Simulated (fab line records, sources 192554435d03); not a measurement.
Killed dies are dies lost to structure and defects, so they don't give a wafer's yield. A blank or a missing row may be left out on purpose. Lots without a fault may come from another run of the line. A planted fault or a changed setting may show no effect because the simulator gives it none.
Chamber matching | flow n5_finfet | N5_BEOL_M5_DESCUM_16 on rie_diel-06: 4 sister chambers
The step chemistry O2, time 7 s. 4 wafers are shown with their chamber, then 7 later ones without.

WAFERS WITH THEIR CHAMBER
wafer  | chamber | showerhead_plenum_p_Torr (Torr)
L080.5 | 1       | 1.98
L079.2 | 0       | 2.14
L083.1 | 3       | 2.06
L083.4 | 2       | 2.16

WAFERS WITHOUT THEIR CHAMBER
wafer  | showerhead_plenum_p_Torr (Torr)
L083.5 | 1.98
L087.1 | 1.98
L087.4 | 2.16
L087.6 | 2.16
L095.1 | 2.12
L095.3 | 2.16
L095.6 | 2.12

WHICH CHAMBER EACH WENT THROUGH
wafer  | from the rows above     | in truth
L083.5 | 1                       | 1
L087.1 | 1                       | 1
L087.4 | can't be placed: 2 or 0 | 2
L087.6 | can't be placed: 2 or 0 | 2
L095.1 | can't be placed: 0 or 2 | 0
L095.3 | can't be placed: 2 or 0 | 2
L095.6 | can't be placed: 0 or 2 | 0
Placed correctly: 2 of 7. Can't be placed from these rows: 5 (the true chamber is among the candidates in 5). Placed wrongly: 0.
How it was worked out, from the rows above alone: a wafer's distance from a chamber is the root of the sum, over the readings, of the square of ((its reading less the chamber's mean) divided by the reading's scatter). The wafer belongs to the nearest chamber; if the next one is less than 2 further off, it can't be placed. A chamber's mean is the mean of its shown wafers. The scatter: with one shown wafer a chamber, the root of the mean of the squares of how far each hidden wafer lies from its nearest shown one.
